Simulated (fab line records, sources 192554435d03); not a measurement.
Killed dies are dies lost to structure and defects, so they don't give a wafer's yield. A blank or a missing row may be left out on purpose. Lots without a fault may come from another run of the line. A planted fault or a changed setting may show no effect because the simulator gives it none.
Which tool did it? | flow n5_finfet | 13 lots, 39 wafers sampled, at 3 steps of a route of 1938

WHAT THE GAUGES READ, wafer by wafer
N5_BEOL_M4_RC_MEAS_101. Usual: DIBL_N 35.7 mV/V, standard deviation 1.3; DIBL_P 35.4 mV/V, standard deviation 1.8; EOT_N 10.52, standard deviation 0.09; IGATE_N 0.0126 nA/um, standard deviation 0.0018; IGATE_P 0.0038 nA/um, standard deviation 0.00056; IOFF_N 0.152 nA/um, standard deviation 0.027; IOFF_P 0.20 nA/um, standard deviation 0.034; IOFF_P_LONG 0.000104 nA/um, standard deviation 1e-05; ION_N 672 uA/um, standard deviation 9.8; ION_P 461 uA/um, standard deviation 7.5; SS_N 71.4 mV/dec, standard deviation 0.55; SS_P 73.1 mV/dec, standard deviation 0.61; VT_N 251 mV, standard deviation 3.3; VT_P -251 mV, standard deviation 3.6.
lot  | measured     | on        | DIBL_N (mV/V)  | DIBL_P (mV/V)  | EOT_N             | IGATE_N (nA/um)      | IGATE_P (nA/um)      | IOFF_N (nA/um)    | IOFF_P (nA/um) | IOFF_P_LONG (nA/um)        | ION_N (uA/um) | ION_P (uA/um) | SS_N (mV/dec)  | SS_P (mV/dec)  | VT_N (mV)   | VT_P (mV)      | flag
L170 | day 7 18:44  | prober-02 | 37.2 35.0 35.2 | 39.2 38.2 36.6 | 10.46 10.47 10.47 | 0.0140 0.0144 0.0160 | 0.0043 0.0044 0.0049 | 0.199 0.160 0.161 | 0.27 0.24 0.22 | 0.000114 0.000114 0.00011  | 681 672 684   | 469 465 467   | 72.2 71.1 71.0 | 74.2 73.9 73.7 | 247 248 248 | -244 -246 -247 |
L171 | day 7 23:58  | prober-01 | 34.0 35.2 34.4 | 32.5 34.1 34.2 | 10.49 10.56 10.61 | 0.0136 0.0120 0.0108 | 0.0042 0.0037 0.0033 | 0.114 0.133 0.126 | 0.16 0.18 0.18 | 0.000107 0.000108 0.000107 | 661 670 659   | 457 464 452   | 70.3 70.6 71.3 | 72.7 73.5 73.0 | 255 253 255 | -255 -251 -250 |
L172 | day 8 11:07  | prober-01 | 38.6 34.7 34.8 | 38.5 32.9 34.2 | 10.57 10.62 10.68 | 0.0117 0.0120 0.0117 | 0.0035 0.0037 0.0035 | 0.217 0.139 0.144 | 0.30 0.21 0.22 | 0.000117 0.000116 0.000116 | 674 671 673   | 468 463 460   | 72.4 71.0 71.6 | 74.4 72.9 73.5 | 248 251 251 | -244 -249 -248 |
L174 | day 8 23:14  | prober-01 | 35.8 36.4 36.6 | 36.2 37.6 37.3 | 10.53 10.53 10.58 | 0.0149 0.0130 0.0103 | 0.0044 0.0038 0.0030 | 0.162 0.186 0.188 | 0.18 0.19 0.19 | 8.9e-05 9e-05 8.9e-05      | 676 688 673   | 452 469 453   | 71.3 71.3 72.3 | 73.1 73.7 73.8 | 253 246 251 | -258 -252 -253 |
L175 | day 9 02:27  | prober-02 | 35.6 38.0 37.0 | 36.1 39.5 37.8 | 10.38 10.48 10.28 | 0.0150 0.0134 0.0170 | 0.0045 0.0041 0.0051 | 0.174 0.237 0.203 | 0.24 0.32 0.27 | 0.000123 0.000117 0.000121 | 679 694 691   | 472 484 481   | 71.7 72.4 71.8 | 73.4 73.6 73.5 | 247 243 243 | -243 -242 -243 |
L177 | day 9 17:50  | prober-02 | 36.0 35.9 35.6 | 36.9 36.5 35.6 | 10.71 10.44 10.39 | 0.0107 0.0145 0.0150 | 0.0032 0.0044 0.0046 | 0.162 0.157 0.153 | 0.21 0.20 0.20 | 0.000104 0.000105 0.000103 | 676 682 674   | 465 459 462   | 72.1 71.7 71.3 | 73.2 72.6 73.1 | 247 248 248 | -251 -250 -250 |
L178 | day 10 02:28 | prober-02 | 33.7 35.1 33.6 | 32.3 34.0 32.7 | 10.47 10.58 10.49 | 0.0159 0.0150 0.0161 | 0.0047 0.0045 0.0048 | 0.114 0.131 0.112 | 0.16 0.19 0.17 | 9.9e-05 0.000101 0.000105  | 666 674 666   | 458 463 467   | 70.7 71.6 72.0 | 72.2 72.7 72.5 | 256 255 255 | -253 -253 -255 |
L180 | day 10 11:20 | prober-02 | 37.7 35.7 34.8 | 38.4 35.6 34.8 | 10.60 10.45 10.49 | 0.0112 0.0131 0.0136 | 0.0034 0.0040 0.0041 | 0.186 0.148 0.139 | 0.26 0.22 0.21 | 0.000114 0.000113 0.000114 | 680 662 677   | 466 463 465   | 72.5 71.3 70.7 | 74.4 73.1 73.3 | 250 250 250 | -245 -248 -248 |
L182 | day 11 00:10 | prober-02 | 35.2 34.1 35.6 | 34.3 33.3 35.7 | 10.63 10.49 10.53 | 0.0095 0.0112 0.0107 | 0.0028 0.0033 0.0032 | 0.139 0.125 0.146 | 0.16 0.15 0.17 | 8.5e-05 8.7e-05 8.5e-05    | 649 659 653   | 445 449 445   | 71.2 70.1 71.2 | 73.1 73.0 73.2 | 252 251 254 | -256 -256 -256 |
L183 | day 11 01:20 | prober-02 | 34.1 35.7 36.3 | 33.8 35.6 36.0 | 10.50 10.52 10.40 | 0.0131 0.0129 0.0129 | 0.0040 0.0039 0.0040 | 0.115 0.138 0.146 | 0.16 0.18 0.19 | 9.4e-05 9.2e-05 9.5e-05    | 656 673 661   | 450 454 452   | 71.3 72.0 71.7 | 72.5 72.6 73.2 | 254 254 253 | -253 -255 -254 |
L184 | day 11 20:35 | prober-01 | 36.5 36.3 35.8 | 35.6 37.1 35.7 | 10.43 10.54 10.58 | 0.0125 0.0123 0.0112 | 0.0037 0.0037 0.0034 | 0.155 0.163 0.149 | 0.21 0.23 0.20 | 0.000108 0.000106 0.000104 | 667 668 663   | 460 465 460   | 71.5 71.2 71.9 | 73.4 72.8 72.5 | 252 250 250 | -252 -247 -248 |
L188 | day 12 16:40 | prober-02 | 39.0 37.4 37.7 | 38.9 36.9 37.7 | 10.44 10.24 10.49 | 0.0125 0.0395 0.0111 | 0.0037 0.0118 0.0033 | 0.201 0.182 0.175 | 0.28 0.25 0.26 | 0.000113 0.000135 0.000119 | 685 697 677   | 474 486 472   | 71.8 72.2 71.4 | 74.3 74.2 74.6 | 246 249 248 | -246 -245 -244 | OFF
L189 | day 12 11:26 | prober-01 | 35.3 34.3 34.0 | 34.9 33.2 33.3 | 10.62 10.59 10.55 | 0.0111 0.0100 0.0128 | 0.0033 0.0030 0.0038 | 0.143 0.123 0.126 | 0.18 0.17 0.18 | 0.000102 0.000101 0.000101 | 676 666 667   | 459 457 460   | 71.4 70.4 70.9 | 72.9 72.6 72.6 | 252 254 252 | -253 -254 -252 |

WHICH TOOL RAN EACH LOT (tool, then ch and the chambers of the sampled wafers, then the start)
lot  | N5_HKMG_FIN_ETCH_35               | N5_BEOL_M4_SPUTTER_92
L170 | rie_diel-01 ch 0,1,3, day 4 04:16 | pvd_sputter-02, day 7 14:31
L171 | rie_diel-06 ch 1,3, day 4 08:26   | pvd_sputter-03, day 7 19:22
L172 | rie_diel-01 ch 0,1,3, day 4 15:31 | pvd_sputter-03, day 8 06:08
L174 | rie_diel-06 ch 1,2, day 5 07:49   | pvd_sputter-03, day 8 19:03
L175 | rie_diel-01 ch 1,2,3, day 5 12:22 | pvd_sputter-03, day 8 22:09
L177 | rie_diel-01 ch 1,2,3, day 6 00:53 | pvd_sputter-01, day 9 14:12
L178 | rie_diel-01 ch 0,1,2, day 6 07:30 | pvd_sputter-02, day 9 20:26
L180 | rie_diel-05 ch 0,2, day 6 19:53   | pvd_sputter-01, day 10 08:20
L182 | rie_diel-05 ch 2,3, day 7 07:32   | pvd_sputter-02, day 10 22:27
L183 | rie_diel-06 ch 2,3, day 7 11:34   | pvd_sputter-01, day 10 23:35
L184 | rie_diel-05 ch 0,1,3, day 7 19:22 | pvd_sputter-01, day 11 17:28
L188 | rie_diel-06 ch 0,1,2, day 8 17:48 | pvd_sputter-03, day 12 15:05
L189 | rie_diel-01 ch 0,1,3, day 9 01:37 | pvd_sputter-01, day 12 09:51
- N5_HKMG_FIN_ETCH_35: etches SOC in N2/H2, target depth 215.8 nm, time 243.4 s.
- N5_BEOL_M4_SPUTTER_92: material Cu, target thk 4.5 nm, time 8.29 s.

WHAT THE TOOLS THEMSELVES READ (means of the sampled wafers that have a number; where no wafer has one, the mark that the record gives instead)
N5_HKMG_FIN_ETCH_35. Usual: drypump_motor_current_A 5.6 A, standard deviation 0.43; oes_product_au 0.80 a.u., standard deviation 0.09; rf_vpp_V 141.7 V, standard deviation 1.1; showerhead_plenum_p_Torr 2.56 Torr, standard deviation 0.088; throttle_valve_pct 17.88 %, standard deviation 0.25.
lot  | tool        | drypump_motor_current_A (A) | oes_product_au (a.u.) | rf_vpp_V (V) | showerhead_plenum_p_Torr (Torr) | throttle_valve_pct (%) | flag
L170 | rie_diel-01 | 5.7                         | 0.76                  | 142.1        | 2.51                            | 17.89                  |
L171 | rie_diel-06 | 6.0                         | 0.87                  | 141.7        | 2.69                            | 17.98                  |
L172 | rie_diel-01 | 5.7                         | 0.76                  | 140.9        | 2.51                            | 17.88                  |
L174 | rie_diel-06 | 6.1                         | 0.85                  | 142.4        | 2.65                            | 17.93                  |
L175 | rie_diel-01 | 5.5                         | 0.78                  | 140.8        | 2.48                            | 17.74                  |
L177 | rie_diel-01 | 5.4                         | 0.78                  | 141.1        | 2.48                            | 17.73                  |
L178 | rie_diel-01 | 5.7                         | 0.74                  | 141.1        | 2.50                            | 17.98                  |
L180 | rie_diel-05 | 5.6                         | 0.89                  | 140.9        | 2.47                            | 17.83                  |
L182 | rie_diel-05 | 5.4                         | 0.88                  | 142.6        | 2.55                            | 17.84                  |
L183 | rie_diel-06 | 5.8                         | 0.71                  | 141.2        | 2.55                            | 18.08                  |
L184 | rie_diel-05 | 5.5                         | 0.90                  | 142.9        | 2.59                            | 17.54                  |
L188 | rie_diel-06 | 5.6                         | 0.90                  | 142.4        | 2.63                            | 17.96                  |
L189 | rie_diel-01 | 5.7                         | 0.72                  | 140.7        | 2.49                            | 17.95                  |

N5_BEOL_M4_SPUTTER_92. Usual: throttle_valve_pct 29.8 %, standard deviation 0.74.
lot  | tool           | throttle_valve_pct (%) | flag
L170 | pvd_sputter-02 | 29.0                   |
L171 | pvd_sputter-03 | 29.8                   |
L172 | pvd_sputter-03 | 29.4                   |
L174 | pvd_sputter-03 | 30.0                   |
L175 | pvd_sputter-03 | 29.2                   |
L177 | pvd_sputter-01 | 30.1                   |
L178 | pvd_sputter-02 | 28.9                   |
L180 | pvd_sputter-01 | 30.2                   |
L182 | pvd_sputter-02 | 30.0                   |
L183 | pvd_sputter-01 | 29.5                   |
L184 | pvd_sputter-01 | 30.2                   |
L188 | pvd_sputter-03 | 29.8                   |
L189 | pvd_sputter-01 | 30.0                   |

THE ANSWER, worked out from the rows above alone
Rule: a lot is off if the mean of its wafers that have a number lies more than 3 standard deviations from the usual mean. A lot without any number at a reading at which 4 lots or more have one is off too. The other lots that the step has rows for count as sound. The gauges are gone through in route order, then the tools' own readings, and for those a lot's mean is taken as printed above. The first step at which some lot is off is used, and at that step the reading that is off furthest; a lot without a number counts as furthest.
Off: L188, at N5_BEOL_M4_RC_MEAS_101 (IGATE_N).
A tool fits if, at a process step before that reading, it ran every lot that is off, and no sound lot after the first of them. The gauges at N5_BEOL_M4_RC_MEAS_101 are tried like those tools. Can't be told from this: 3 tools fit, rie_diel-06 at N5_HKMG_FIN_ETCH_35, pvd_sputter-03 at N5_BEOL_M4_SPUTTER_92, prober-02 at N5_BEOL_M4_RC_MEAS_101.

WHAT THE SIMULATOR HAD PUT IN
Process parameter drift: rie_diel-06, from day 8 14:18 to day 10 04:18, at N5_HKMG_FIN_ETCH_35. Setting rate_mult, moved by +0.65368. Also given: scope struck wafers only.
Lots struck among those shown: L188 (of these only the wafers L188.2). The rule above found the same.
